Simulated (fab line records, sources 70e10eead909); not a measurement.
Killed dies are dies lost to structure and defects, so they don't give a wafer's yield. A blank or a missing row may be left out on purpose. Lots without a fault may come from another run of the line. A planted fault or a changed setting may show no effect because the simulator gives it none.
Chamber matching | flow nand_harc | NHARC_A_WL_FILL_ALD_10 on ald_hk-02: 4 sister chambers
The step deposits SiO2, target thk 50 nm, pulse time 10 s, ald cycles 500. 4 wafers are shown with their chamber, then 11 later ones without.

WAFERS WITH THEIR CHAMBER
wafer  | chamber | heater_power_w (W)
L088.4 | 3       | 405
L088.5 | 1       | 429
L088.6 | 0       | 503
L093.2 | 2       | 501

WAFERS WITHOUT THEIR CHAMBER
wafer  | heater_power_w (W)
L093.4 | 411
L093.5 | 499
L093.1 | 486
L093.3 | 439
L093.6 | 418
L096.1 | 500
L096.5 | 426
L096.6 | 497
L097.1 | 415
L097.2 | 424
L097.3 | 504

WHICH CHAMBER EACH WENT THROUGH
wafer  | from the rows above     | in truth
L093.4 | can't be placed: 3 or 1 | 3
L093.5 | can't be placed: 2 or 0 | 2
L093.1 | can't be placed: 2 or 0 | 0
L093.3 | 1                       | 1
L093.6 | can't be placed: 1 or 3 | 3
L096.1 | can't be placed: 2 or 0 | 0
L096.5 | 1                       | 1
L096.6 | can't be placed: 2 or 0 | 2
L097.1 | can't be placed: 3 or 1 | 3
L097.2 | can't be placed: 1 or 3 | 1
L097.3 | can't be placed: 0 or 2 | 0
Placed correctly: 2 of 11. Can't be placed from these rows: 9 (the true chamber is among the candidates in 9). Placed wrongly: 0.
How it was worked out, from the rows above alone: a wafer's distance from a chamber is the root of the sum, over the readings, of the square of ((its reading less the chamber's mean) divided by the reading's scatter). The wafer belongs to the nearest chamber; if the next one is less than 2 further off, it can't be placed. A chamber's mean is the mean of its shown wafers. The scatter: with one shown wafer a chamber, the root of the mean of the squares of how far each hidden wafer lies from its nearest shown one.
